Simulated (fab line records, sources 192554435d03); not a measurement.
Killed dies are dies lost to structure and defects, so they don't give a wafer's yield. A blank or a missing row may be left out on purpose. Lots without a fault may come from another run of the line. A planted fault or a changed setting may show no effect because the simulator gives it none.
Split-lot experiment | flow n5_finfet | 7 lots, 21 wafers read, on a route of 1938 steps

THE SPLIT
At N5_BEOL_M10_EXPOSE_25 (exposes mask V9), the setting dose_mj was moved away from the recipe's 85.5 on 7 of the 21 wafers read, by -7.5% to +3.4%. The other wafers ran this setting at the recipe's value.

FROM THE SPLIT TO THE READING: what the file shows between them, 2 steps
- N5_BEOL_M10_PEB_26: peb time 60 s
- N5_BEOL_M10_DEVELOP_27: develop time 30 s

THE READING
cd_nm, in nm, at N5_BEOL_M10_CD_MEAS_28 (target cd 70 nm). Fault-free wafers of this fab line usually give 69.8 nm, standard deviation 0.8 nm.

wafer  | tool, chamber at the split | dose_mj as run | against the recipe | cd_nm, nm | against lot-mates on the recipe
L079.1 | arfi_scanner-01, 0         | 79.37          | -7.2%              | 63.8      | -7.1
L079.3 | arfi_scanner-01, 0         | 85.5           | recipe             | 70.6      | -
L079.4 | arfi_scanner-01, 0         | 85.5           | recipe             | 71.2      | -
L078.1 | arfi_scanner-02, 0         | 85.5           | recipe             | 68.3      | -
L078.2 | arfi_scanner-02, 0         | 85.5           | recipe             | 71.3      | -
L078.3 | arfi_scanner-02, 0         | 85.5           | recipe             | 70.0      | -
L081.2 | arfi_scanner-03, 0         | 85.5           | recipe             | 69.8      | -
L081.5 | arfi_scanner-03, 0         | 85.5           | recipe             | 70.8      | -
L081.6 | arfi_scanner-03, 0         | 85.5           | recipe             | 70.6      | -
L085.2 | arfi_scanner-03, 0         | 88.4           | +3.4%              | 72.2      | +3.1
L085.4 | arfi_scanner-03, 0         | 88.4           | +3.4%              | 73.5      | +4.4
L085.6 | arfi_scanner-03, 0         | 85.5           | recipe             | 69.1      | -
L087.1 | arfi_scanner-01, 0         | 79.12          | -7.5%              | 63.3      | -4.9
L087.2 | arfi_scanner-01, 0         | 85.5           | recipe             | 68.2      | -
L087.4 | arfi_scanner-01, 0         | 79.12          | -7.5%              | 63.0      | -5.2
L091.1 | arfi_scanner-01, 0         | 81.45          | -4.7%              | 65.4      | -5.3
L091.2 | arfi_scanner-01, 0         | 81.45          | -4.7%              | 64.7      | -6.0
L091.4 | arfi_scanner-01, 0         | 85.5           | recipe             | 70.7      | -
L097.1 | arfi_scanner-03, 0         | 85.5           | recipe             | 69.3      | -
L097.2 | arfi_scanner-03, 0         | 85.5           | recipe             | 69.1      | -
L097.4 | arfi_scanner-03, 0         | 85.5           | recipe             | 70.9      | -

THE FIT
A straight line over all 21 wafers: cd_nm changes by +0.915 nm for each +1% of dose_mj; r = +0.96; the points scatter about the line by 0.92 nm.
The same after taking each lot's own level away (the mean of its wafers on the recipe; 21 wafers): +0.896 nm for each +1%; r = +0.95; scatter 1 nm.
On that fit, the largest move of dose_mj shifts the reading by 6.7 nm.
The lots' own levels span 68.20 to 70.90 nm, that is 3.4 times the standard deviation above.
So the lot-to-lot level changes the slope little: the two slopes agree.
Check: with one of the wafers moved furthest among these (-7.5%) left out of the fit, the line predicts -7.18 nm for it against its lot-mates. It came out at -4.9 nm against them.

THE FILE'S OWN FIT
cd_nm changes by +0.904 nm for each +1% of dose_mj, r = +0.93.
